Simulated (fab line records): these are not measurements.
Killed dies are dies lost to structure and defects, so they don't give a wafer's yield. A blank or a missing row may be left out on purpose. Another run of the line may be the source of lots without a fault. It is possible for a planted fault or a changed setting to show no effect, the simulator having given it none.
fab line records    flow n5-finfet
[record] lots = 9  wafers = 27  last-day = 17
route steps=1938 shown GATE_CUT@505 MOL_CONTACT_COAG@532 BEOL_M4@1111 PASSIVATION@1936
lots that met no fault: taken from a fault-free run of the same line
start-h: start of the lot's first displayed wafer, in hours after the record's first day    wait-h: hours since the lot's step before    " unchanged from the row above    L1.1+2: several wafers, shown together as one row    - no value present, or no start provided    * or withheld: withheld    < > ~ a bound
route shown NAME@n: a module of which the file shows steps, and the number in the route of the first    usual: average and standard deviation across the fault-free wafers    same: alike in all rows    chamber/n: place in a boat    sites: per-site readings    _std_site: their standard deviation    _edge_site: inner sites' mean taken away from outer sites' mean    radius-mm: for every site, how far away it sits from the centre of the wafer    mask NAME#n: copy n    behind: the tool/chamber that last shaped the wafer    hold: what put the lot on hold/how long, in hours/how the hold closed    device: the n, p or np transistor that did not switch    end of line: tests of these same wafers at the route's end    a step given without rows: its recipe and nothing more    killed: not the wafer's yield, but the dies lost to structure and defects at the first sort    map: a wafer's dies, x killed, . not, _ none there
set.NAME: the setting the step ran with; set.NAME@STEP: the setting that earlier step ran with    model.NAME: the simulator's own value behind a step, which no gauge read
one table for each step of the route and one row for each wafer, over a sample of lots
services: a tool's chamber out of use, with start hour (start-h, from the record's first day; less than 0 if before it), hours out, and reason
[[steps]]
[step N5_GATE_CUT_VAPOR_ETCH_49]
[recipe] chemistry = BCl3/Cl2  target = TiAlC  mode = isotropic
[usual] drypump-motor-current-A = 5.9/0.43  oes-product-au = 0.73/0.082
lot.wafer  tool          chamber  start-h  wait-h  drypump-motor-current-A  oes-product-au
L949.3     rie-metal-01  1        98.25    0.0     5.9                      0.71
L949.5     "             1        "        "       5.9                      0.70
L949.6     "             0        "        "       5.0                      0.74
L951.1     rie-metal-01  0        108.79   0.0     5.0                      0.74
L951.4     "             1        "        "       5.9                      0.70
L951.5     "             1        "        "       5.9                      0.70
L952.1     rie-metal-02  1        115.84   0.0     6.3                      0.68
L952.4     "             1        "        "       6.3                      0.68
L952.6     "             0        "        "       6.0                      0.68
L953.3     rie-metal-03  0        120.65   0.0     6.1                      0.82
L953.4     "             1        "        "       6.0                      0.58
L953.5     "             1        "        "       6.0                      0.58
L960.1     rie-metal-03  0        163.21   0.0     6.1                      0.80
L960.2     "             1        "        "       6.0                      0.94
L960.3     "             1        "        "       6.0                      0.95
L963.2     rie-metal-03  1        179.01   0.0     6.0                      0.93
L963.3     "             1        "        "       6.0                      0.94
L963.6     "             0        "        "       6.1                      0.80
L964.1     rie-metal-01  0        186.35   0.0     5.0                      0.74
L964.2     "             1        "        "       5.9                      0.70
L964.3     "             1        "        "       5.9                      0.70
L967.1     rie-metal-01  0        206.73   0.0     5.0                      0.73
L967.3     "             1        "        "       5.9                      0.70
L967.4     "             0        "        "       5.0                      0.73
L968.2     rie-metal-02  0        209.85   0.0     6.0                      0.66
L968.4     "             1        "        "       6.3                      0.66
L968.5     "             0        "        "       6.0                      0.66
[step N5_GATE_CUT_ALD_22]
[recipe] material = SiNx  target-thk-a = 160  temp-c = 400  ald-precursor-family = SiH2I2  ald-co-reactant = N2/H2-plasma  pulse-time-s = 1  ald-cycles = 320  purge-time-s = 2  co-reactant-purge-time-s = 2  pressure-torr = 2
[usual] heater-power-w = 830/80  precursor-pulse-height-rel = 0.997/0.019
[same] purge-time-s = 2
lot.wafer  tool        chamber  start-h  wait-h  heater-power-w  precursor-pulse-height-rel
L949.3     ald-sin-02  2        98.47    0.0     803             1.004
L949.5     "           3        "        "       938             0.983
L949.6     "           0        "        "       734             1.021
L951.1     ald-sin-01  1        109.02   0.0     784             0.997
L951.4     "           0        "        "       814             1.002
L951.5     "           2        "        "       915             0.986
L952.1     ald-sin-01  3        116.07   0.0     963             0.963
L952.4     "           0        "        "       826             0.973
L952.6     "           2        "        "       943             1.016
L953.3     ald-sin-03  3        120.88   0.0     759             1.008
L953.4     "           0        "        "       859             1.005
L953.5     "           3        "        "       745             1.008
L960.1     ald-sin-02  1        163.56   0.1     885             0.983
L960.2     "           0        "        "       761             0.987
L960.3     "           3        "        "       905             0.996
L963.2     ald-sin-01  2        179.24   0.0     929             0.988
L963.3     "           3        "        "       931             1.031
L963.6     "           3        "        "       931             1.001
L964.1     ald-sin-03  1        187.29   0.7     775             1.014
L964.2     "           0        "        "       878             0.992
L964.3     "           2        "        "       668             0.985
L967.1     ald-sin-02  2        207.35   0.4     844             0.976
L967.3     "           0        "        "       727             0.988
L967.4     "           1        "        "       865             0.993
L968.2     ald-sin-01  3        210.09   0.0     985             1.000
L968.4     "           2        "        "       909             0.969
L968.5     "           0        "        "       843             1.010
[step N5_MOL_CONTACT_COAG_ETCH_106]
[recipe] chemistry = N2/H2  target = SOC  target-depth-a = 800  overetch-a = 160  mask-material = SiARC  temp-c = 40  time-s = 120  ion-energy-ev = 200  pressure-mtorr = 30  source-w = 840  bias-w = 150  n2-flow-sccm = 200  h2-flow-sccm = 200
[usual] drypump-motor-current-A = 5.7/0.33  n2-flow-sccm = 200.0/0.6  oes-product-au = 0.73/0.081  rf-fwd-power-W = 836.2/2.5  rf-vpp-V = 525.2/2.1  showerhead-plenum-p-Torr = 2.59/0.07  throttle-valve-pct = 17.65/0.28
lot.wafer  tool         chamber  start-h  wait-h  drypump-motor-current-A  n2-flow-sccm  oes-product-au  rf-fwd-power-W  rf-hours-counter-h  rf-vpp-V  showerhead-plenum-p-Torr  throttle-valve-pct
L949.3     rie-diel-05  0        101.63   0.0     5.1                      198.6         0.63            834.3           247                 521.0     2.40                      18.25
L949.5     "            2        "        "       5.8                      199.7         0.63            836.4           -                   526.4     2.61                      17.54
L949.6     "            3        "        "       5.9                      200.8         0.61            837.9           -                   524.1     2.52                      17.94
L951.1     rie-diel-04  0        112.25   0.0     5.4                      199.9         0.81            832.9           26                  524.5     2.59                      17.56
L951.4     "            0        "        "       5.4                      200.1         0.81            836.4           -                   526.4     2.59                      17.56
L951.5     "            2        "        "       5.9                      199.0         0.75            836.6           -                   524.5     2.58                      17.97
L952.1     rie-diel-04  1        119.15   0.0     6.0                      200.2         0.80            837.6           35                  525.6     2.60                      17.33
L952.4     "            2        "        "       5.9                      199.2         0.75            836.0           69                  523.7     2.58                      17.98
L952.6     "            2        "        "       5.9                      199.9         0.74            834.5           -                   525.0     2.58                      17.99
L953.3     rie-diel-05  1        123.92   0.0     5.7                      199.9         0.68            835.4           115                 527.6     2.67                      17.56
L953.4     "            2        "        "       5.8                      199.8         0.87            835.6           -                   526.3     2.61                      17.13
L953.5     "            3        "        "       5.9                      200.7         0.61            841.3           -                   521.9     2.52                      17.97
L960.1     rie-diel-04  2        166.72   0.0     5.9                      200.1         0.72            837.0           89                  525.8     2.57                      18.04
L960.2     "            3        "        "       5.6                      199.6         0.86            833.3           4                   525.7     2.60                      17.40
L960.3     "            0        "        "       5.4                      199.5         0.78            838.3           48                  524.4     2.58                      17.58
L963.2     rie-diel-05  1        182.96   0.0     5.7                      200.9         0.65            632.7           138                 576.7     2.66                      17.59
L963.3     "            2        "        "       5.8                      200.0         0.81            838.5           22                  524.4     2.60                      17.17
L963.6     "            0        "        "       5.1                      200.5         0.80            832.3           -                   528.5     2.72                      17.84
L964.1     rie-diel-05  3        190.45   0.0     5.9                      200.8         0.59            832.2           246                 523.7     2.51                      18.01
L964.2     "            1        "        "       5.6                      201.0         0.65            635.6           140                 575.4     2.66                      17.60
L964.3     "            0        "        "       5.1                      199.5         0.80            831.6           19                  528.5     2.71                      17.83
L967.1     rie-diel-04  3        210.74   0.0     5.6                      199.1         0.81            835.8           19                  525.0     2.60                      17.43
L967.3     "            2        "        "       5.9                      200.1         0.71            836.7           104                 524.8     2.57                      18.05
L967.4     "            0        "        "       5.4                      199.2         0.77            832.7           59                  524.9     2.57                      17.61
L968.2     rie-diel-06  1        213.24   0.0     6.4                      199.8         0.76            837.7           77                  527.3     2.69                      17.75
L968.4     "            0        "        "       5.9                      200.5         0.65            836.3           165                 523.7     2.53                      17.65
L968.5     "            0        "        "       5.9                      200.2         0.65            838.8           -                   521.6     2.53                      17.65
[step N5_MOL_CONTACT_COAG_ETCH_15]
[recipe] chemistry = CH3F/O2  target = SiNx  target-depth-a = 70  mask-material = SOC  stop-on = Si:P  over-etch-frac = 0.75  ion-energy-ev = 120  pressure-mtorr = 30  source-w = 395  bias-w = 73  Ar_flow_sccm = 150  CH3F_flow_sccm = 30  O2_flow_sccm = 20
[usual] drypump-motor-current-A = 5.7/0.33  oes-product-au = 0.60/0.066  rf-fwd-power-W = 392.3/1.3  rf-vpp-V = 299.4/2.8  showerhead-plenum-p-Torr = 2.04/0.055  throttle-valve-pct = 16.18/0.26
[same] over-etch-frac = 0.75
lot.wafer  tool         chamber  start-h  wait-h  drypump-motor-current-A  oes-product-au  rf-fwd-power-W  rf-hours-counter-h  rf-vpp-V  showerhead-plenum-p-Torr  throttle-valve-pct
L949.3     rie-diel-05  0        101.76   0.0     5.1                      0.52            392.0           247                 292.1     1.89                      16.70
L949.5     "            2        "        "       5.8                      0.51            393.8           -                   299.2     2.04                      16.13
L949.6     "            3        "        "       5.9                      0.50            392.7           -                   299.6     1.98                      16.47
L951.1     rie-diel-04  0        112.39   0.0     5.4                      0.66            392.9           26                  305.3     2.04                      16.17
L951.4     "            0        "        "       5.5                      0.66            392.1           -                   305.5     2.04                      16.16
L951.5     "            2        "        "       5.9                      0.61            393.8           -                   299.1     2.03                      16.42
L952.1     rie-diel-04  1        119.29   0.0     6.0                      0.65            392.4           35                  297.4     2.04                      15.88
L952.4     "            2        "        "       5.9                      0.60            392.9           69                  299.7     2.03                      16.42
L952.6     "            2        "        "       5.9                      0.62            392.7           -                   299.5     2.03                      16.43
L953.3     rie-diel-05  1        124.06   0.0     5.7                      0.56            391.1           115                 301.1     2.10                      16.12
L953.4     "            2        "        "       5.8                      0.70            389.9           -                   297.0     2.04                      15.67
L953.5     "            3        "        "       5.9                      0.50            390.3           -                   299.1     1.98                      16.50
L960.1     rie-diel-04  2        166.86   0.0     5.9                      0.60            392.7           89                  299.4     2.02                      16.47
L960.2     "            3        "        "       5.6                      0.70            393.3           4                   299.3     2.05                      15.92
L960.3     "            0        "        "       5.4                      0.64            394.2           48                  304.5     2.04                      16.23
L963.2     rie-diel-05  1        183.09   0.0     5.6                      0.54            392.5           138                 302.2     2.09                      16.15
L963.3     "            2        "        "       5.8                      0.67            393.8           22                  297.1     2.04                      15.71
L963.6     "            0        "        "       5.1                      0.66            390.9           -                   296.7     2.13                      16.24
L964.1     rie-diel-05  3        190.59   0.0     5.9                      0.48            389.3           246                 298.7     1.97                      16.55
L964.2     "            1        "        "       5.7                      0.54            392.5           140                 300.2     2.09                      16.15
L964.3     "            0        "        "       5.1                      0.65            390.1           19                  297.8     2.13                      16.25
L967.1     rie-diel-04  3        210.87   0.0     5.6                      0.66            390.6           20                  301.0     2.04                      15.97
L967.3     "            2        "        "       5.9                      0.58            392.7           104                 299.2     2.01                      16.49
L967.4     "            0        "        "       5.4                      0.63            390.8           59                  304.1     2.03                      16.25
L968.2     rie-diel-06  1        213.38   0.0     6.4                      0.62            391.1           77                  296.8     2.11                      16.24
L968.4     "            0        "        "       5.9                      0.54            392.5           165                 292.9     1.99                      16.20
L968.5     "            0        "        "       5.9                      0.54            392.8           -                   294.7     1.99                      16.18
[step N5_BEOL_M4_RC_MEAS_101]
[usual] DIBL_N = 36.3/1.4  DIBL_P = 36.2/1.5  IOFF_N = 0.160/0.021  IOFF_P = 0.211/0.027  ION_N = 676/7.7  ION_P = 463/5.5  RC_DENSE_N = 19.1/0.33  RC_DENSE_P = 23.8/0.42  RC_N = 15.54/0.26  RC_P = 19.4/0.32  SS_N = 71.4/0.57  SS_P = 73.3/0.58  VT_N = 249.3/2.5  VT_P = -250.1/2.6
lot.wafer  tool       chamber  start-h  wait-h  DIBL_N[mV/V]  DIBL_P[mV/V]  IOFF_N[nA/um]  IOFF_P[nA/um]  ION_N[uA/um]  ION_P[uA/um]  RC_DENSE_N[ohm.um]  RC_DENSE_P[ohm.um]  RC_N[ohm.um]  RC_P[ohm.um]  SS_N[mV/dec]  SS_P[mV/dec]  VT_N[mV]  VT_P[mV]
L949.3     prober-01  0        186.48   0.3     34.7          35.4          0.147          0.193          674           461           19.3                23.8                15.37         19.5          70.8          72.1          249.7     -250.8
L949.5     "          0        "        "       35.4          35.5          0.154          0.193          673           457           19.6                24.5                15.83         20.0          71.6          73.2          250.8     -250.3
L949.6     "          0        "        "       35.9          36.0          0.162          0.212          676           463           19.6                24.7                15.72         19.9          71.6          72.9          249.0     -249.7
L951.1     prober-02  0        189.07   0.0     37.4          38.7          0.190          0.217          691           466           18.7                23.1                15.09         18.8          71.3          72.6          247.0     -251.9
L951.4     "          0        "        "       35.2          35.6          0.150          0.176          671           457           18.4                22.9                15.11         18.9          70.5          72.5          248.2     -253.0
L951.5     "          0        "        "       37.5          38.4          0.201          0.208          688           466           18.9                23.6                15.52         19.2          71.4          72.7          245.2     -251.5
L952.1     prober-02  0        192.73   0.0     34.6          34.4          0.129          0.152          674           452           18.9                23.5                15.48         19.5          71.2          73.3          254.6     -257.9
L952.4     "          0        "        "       36.3          36.7          0.158          0.173          669           454           19.4                24.1                15.68         19.6          71.3          74.3          249.1     -257.4
L952.6     "          0        "        "       37.5          37.7          0.168          0.185          671           449           19.2                23.7                15.61         19.3          72.1          74.0          251.6     -253.5
L953.3     prober-01  0        205.08   0.3     38.6          37.1          0.156          0.234          668           467           18.5                23.2                15.14         19.0          71.9          73.6          252.9     -250.9
L953.4     "          0        "        "       38.2          37.4          0.152          0.229          673           469           18.5                23.2                14.99         19.0          71.0          73.6          249.7     -249.4
L953.5     "          0        "        "       37.8          35.5          0.137          0.201          674           461           18.9                23.7                15.45         19.4          71.8          73.1          253.1     -250.7
L960.1     prober-01  0        260.55   0.0     34.9          35.2          0.158          0.207          677           462           18.9                23.8                15.38         19.5          71.9          73.0          249.8     -250.5
L960.2     "          0        "        "       36.3          37.1          0.175          0.234          687           473           18.8                23.9                15.36         19.3          71.6          73.6          248.8     -247.4
L960.3     "          0        "        "       35.6          36.3          0.160          0.216          682           464           19.0                24.2                15.26         19.5          71.2          73.1          248.1     -248.5
L963.2     prober-01  0        265.59   0.2     38.8          38.3          0.210          0.260          677           465           20.0                24.9                16.35         20.2          71.5          73.9          245.5     -248.1
L963.3     "          0        "        "       36.8          36.7          0.172          0.236          685           462           19.3                24.1                15.79         19.6          71.6          73.6          248.6     -248.9
L963.6     "          0        "        "       35.9          34.8          0.150          0.195          666           452           19.2                24.2                15.69         19.4          71.4          73.1          250.7     -251.8
L964.1     prober-02  0        265.66   0.0     36.1          35.1          0.162          0.204          672           465           19.2                24.4                15.74         19.8          71.2          72.9          248.7     -249.9
L964.2     "          0        "        "       36.1          34.6          0.162          0.194          680           462           20.1                25.5                16.60         20.8          71.5          73.4          248.9     -252.3
L964.3     "          0        "        "       35.0          33.8          0.150          0.184          680           463           18.8                23.8                15.45         19.4          70.9          72.8          250.5     -251.6
L967.1     prober-02  0        296.92   0.0     36.2          37.0          0.155          0.210          681           465           18.9                23.8                15.42         19.3          71.0          72.6          248.7     -248.2
L967.3     "          0        "        "       33.3          34.4          0.112          0.168          667           460           19.1                24.1                15.83         19.7          70.5          72.3          252.3     -251.6
L967.4     "          0        "        "       35.4          36.0          0.134          0.185          676           465           18.7                23.6                15.22         19.2          71.1          72.1          250.8     -252.4
L968.2     prober-01  0        300.78   0.2     36.7          38.9          0.172          0.245          678           468           19.1                23.9                15.57         19.4          71.2          73.8          248.6     -249.6
L968.4     "          0        "        "       34.1          35.2          0.128          0.191          662           462           19.1                23.7                15.51         19.5          70.9          72.5          250.9     -248.4
L968.5     "          0        "        "       34.5          36.2          0.141          0.199          671           461           18.9                23.2                15.25         18.9          70.6          73.5          251.8     -251.2
[step N5_PASSIVATION_PROBE_49]
[usual] defect-limited-yield = 91.3/1.4  killed_at_M0_to_M3 = 34/10  killed_at_M4_up = 13/4.8  killed-at-contacts = 12/6.1  killed-at-front-end = 40/11  killed-at-other = 3.7/2.8  killed-dies = 103/16  killed-open = 67/12  killed-short = 34/7.4  sort_bin_5_function = 5.1/0.95  sort_bin_6_memory = 3.2/0.62  sort-n-pass = 1077/16  sort-yield-pct = 91.3/1.4
[same] gross-dies = 1180  killed-at-back-side = 0  sort_bin_4_leakage[%] = 0  sort_bin_8_speed[%] = 0
lot.wafer  tool       chamber  start-h  wait-h  defect-limited-yield[%]  killed_at_M0_to_M3  killed_at_M4_up  killed-at-contacts  killed-at-front-end  killed-at-other  killed-dies  killed-open  killed-short  sort_bin_5_function[%]  sort_bin_6_memory[%]  sort-n-pass  sort-yield-pct[%]
L964.1     prober-01  -        371.76   0.0     91.0                     31                  10               16                  48                   1                106          71           35            5.4                     3.1                   1074         91.0
L964.2     prober-01  -        371.81   0.1     66.7                     37                  13               299                 40                   4                393          73           34            29.2                    4.1                   787          66.7
L964.3     prober-01  -        371.86   0.1     91.8                     20                  13               13                  48                   3                97           60           31            4.3                     3.3                   1083         91.8
L963.2     prober-02  -        371.78   0.1     67.8                     36                  25               289                 30                   0                380          76           31            28.6                    3.4                   800          67.8
L963.3     prober-02  -        371.83   0.1     89.9                     37                  11               31                  35                   5                119          78           39            5.3                     4.2                   1061         89.9
L963.6     prober-02  -        371.98   0.3     93.8                     22                  10               17                  22                   2                73           41           26            3.7                     2.1                   1107         93.8
// killed by level:class
L964.1 MOL_CONTACT_COAG:geometric-particle:open=12 STI_FIN_REVEAL:geometric-particle:open=9 DUMMY_GATE:geometric-particle:open=9 GATE_CUT:geometric-particle:short=9 BEOL_M3:geometric-particle:open=7 BEOL_M2:geometric-particle:open=7 MOL_CONTACT_COAG:geometric-particle:short=4 BEOL_M0_SAQP:geometric-particle:open=4
L963.2 MOL_CONTACT_COAG:area-etch=273 BEOL_M4:geometric-particle:open=20 MOL_CONTACT_COAG:geometric-particle:open=13 STI_FIN_REVEAL:geometric-particle:open=8 BEOL_M1:geometric-particle:open=8 BEOL_M0_SAQP:geometric-particle:open=7 BEOL_M0_SAQP:geometric-particle:short=6 BEOL_M3:geometric-particle:open=6
L964.2 MOL_CONTACT_COAG:area-etch=286 MOL_CONTACT_COAG:geometric-particle:open=12 BEOL_M0_SAQP:geometric-particle:short=10 STI_FIN_REVEAL:geometric-particle:open=9 BEOL_M2:geometric-particle:open=8 FIN_SAQP:geometric-particle:open=7 BEOL_M1:geometric-particle:open=7 GATE_CUT:geometric-particle:short=6
L963.3 MOL_CONTACT_COAG:geometric-particle:open=22 FIN_SAQP:geometric-particle:short=9 BEOL_M0_SAQP:geometric-particle:open=9 MOL_CONTACT_COAG:geometric-particle:short=8 BEOL_M1:geometric-particle:open=8 BEOL_M3:geometric-particle:open=8 STI_FIN_REVEAL:geometric-particle:open=6 FIN_SAQP:geometric-particle:open=5
L964.3 MOL_CONTACT_COAG:geometric-particle:open=12 STI_FIN_REVEAL:geometric-particle:open=11 GATE_CUT:geometric-particle:short=6 DUMMY_GATE:geometric-particle:open=5 GATE_CUT:geometric-particle:open=5 BEOL_M0_SAQP:geometric-particle:short=5 FIN_CUT:geometric-particle:short=4 DUMMY_GATE:geometric-particle:short=4
L963.6 MOL_CONTACT_COAG:geometric-particle:open=10 BEOL_M1:geometric-particle:open=9 MOL_CONTACT_COAG:geometric-particle:short=5 FIN_SAQP:geometric-particle:open=4 GATE_CUT:geometric-particle:short=4 BEOL_M4:geometric-particle:open=4 DUMMY_GATE:geometric-particle:open=3 BEOL_M0_SAQP:geometric-particle:short=3
[[services]]
tool          chamber  start-h  hours  kind
rie-metal-01  1        77.91    5.6    repair
ald-sin-03    -        85.66    14.0   pm
rie-metal-01  1        86.02    2.4    repair
ald-sin-01    3        88.34    2.6    repair
rie-diel-04   1        104.02   9.3    repair
rie-diel-05   2        104.20   -      clean
rie-diel-05   2        104.20   -      consumable-replace:focus-ring
rie-diel-05   2        104.20   12.5   scheduled-down
rie-diel-05   2        104.20   12.5   vent-cycle
rie-diel-05   0        116.69   -      clean
rie-diel-05   0        116.69   -      consumable-replace:focus-ring
rie-diel-05   0        116.69   -      consumable-replace:showerhead
rie-diel-05   0        116.69   19.2   scheduled-down
rie-diel-05   0        116.69   19.2   vent-cycle
rie-diel-05   2        132.80   6.0    repair
rie-diel-04   3        137.04   -      clean
rie-diel-04   3        137.04   -      consumable-replace:focus-ring
rie-diel-04   3        137.04   17.2   scheduled-down
rie-diel-04   3        137.04   17.2   vent-cycle
ald-sin-02    -        151.52   6.0    pm
rie-metal-01  1        161.67   9.4    repair
ald-sin-02    -        177.52   14.0   pm
ald-sin-01    2        201.46   2.2    repair
rie-diel-05   3        204.47   -      clean
[[key]]
[first-sign] step = N5_MOL_CONTACT_COAG_ETCH_106  reading = rf-fwd-power-W  direction = down  sigmas = 81  usual = *  struck = *
[effect] step = N5_MOL_CONTACT_COAG_ETCH_106  reading = rf-vpp-V  direction = up  sigmas = 24  usual = 525.2  struck = 576.0
[effect] step = N5_BEOL_M4_RC_MEAS_101  reading = RC_N  direction = up  sigmas = 3.6  usual = 15.54  struck = 16.47
[effect] step = N5_BEOL_M4_RC_MEAS_101  reading = RC_P  direction = up  sigmas = 3.4  usual = 19.4  struck = 20.5
[effect] step = N5_BEOL_M4_RC_MEAS_101  reading = RC_DENSE_P  direction = up  sigmas = 3.4  usual = 23.8  struck = 25.2
[effect] step = N5_BEOL_M4_RC_MEAS_101  reading = RC_DENSE_N  direction = up  sigmas = 3.1  usual = 19.1  struck = 20.1
[effect] step = N5_PASSIVATION_PROBE_49  reading = killed-at-contacts  direction = up  sigmas = 46  usual = 12  struck = 294
[more-kills-born-at] N5_MOL_CONTACT_COAG_ETCH_106@rie-diel-05 = 559
met-at N5_MOL_CONTACT_COAG_ETCH_106
struck-lots L963,L964
struck-wafers L963.2,L964.2
not-acting-at N5_GATE_CUT_VAPOR_ETCH_49,N5_GATE_CUT_ALD_22,N5_MOL_CONTACT_COAG_ETCH_15
onset-between 123.92 182.96
[fault] kind = process-parameter-drift  tool = rie-diel-05  chamber = 1  onset-h = 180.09  steps = N5_MOL_CONTACT_COAG_ETCH_106  channel = source-w  offset = -201.6  shape = step  end-h = 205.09  acts-in = these-recipes-only  stated = 840
